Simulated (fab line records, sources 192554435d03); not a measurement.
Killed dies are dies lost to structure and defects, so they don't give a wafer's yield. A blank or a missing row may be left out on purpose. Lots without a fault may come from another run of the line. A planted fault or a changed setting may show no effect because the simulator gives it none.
Chamber matching | flow n5_finfet | N5_FIN_SAQP_PECVD_48 on pecvd-04: 3 sister chambers
The step deposits SiNx from SiH4/NH3/N2, target thk 25 nm, time 22.1 s. 6 wafers are shown with their chamber, then 7 later ones without.

WAFERS WITH THEIR CHAMBER
wafer  | chamber | throttle_valve_pct (%) | showerhead_plenum_p_Torr (Torr)
L081.6 | 1       | 45.1                   | 5.18
L083.2 | 1       | 45.4                   | 5.19
L083.4 | 0       | 40.3                   | 5.22
L083.6 | 2       | 36.6                   | 5.14
L087.1 | 0       | 40.7                   | 5.23
L087.2 | 2       | 36.8                   | 5.14

WAFERS WITHOUT THEIR CHAMBER
wafer  | throttle_valve_pct (%) | showerhead_plenum_p_Torr (Torr)
L087.6 | 44.9                   | 5.18
L088.4 | 45.5                   | 5.18
L088.5 | 40.7                   | 5.22
L088.6 | 36.7                   | 5.13
L095.2 | 45.2                   | 5.18
L095.3 | 40.6                   | 5.22
L095.4 | 40.7                   | 5.23

WHICH CHAMBER EACH WENT THROUGH
wafer  | from the rows above | in truth
L087.6 | 1                   | 1
L088.4 | 1                   | 1
L088.5 | 0                   | 0
L088.6 | 2                   | 2
L095.2 | 1                   | 1
L095.3 | 0                   | 0
L095.4 | 0                   | 0
Placed correctly: 7 of 7. Can't be placed from these rows: 0. Placed wrongly: 0.
How it was worked out, from the rows above alone: a wafer's distance from a chamber is the root of the sum, over the readings, of the square of ((its reading less the chamber's mean) divided by the reading's scatter). The wafer belongs to the nearest chamber; if the next one is less than 2 further off, it can't be placed. A chamber's mean is the mean of its shown wafers. The scatter: the root of (the sum of the squares of (reading less its chamber's mean) over the shown wafers, divided by (wafers less chambers)).
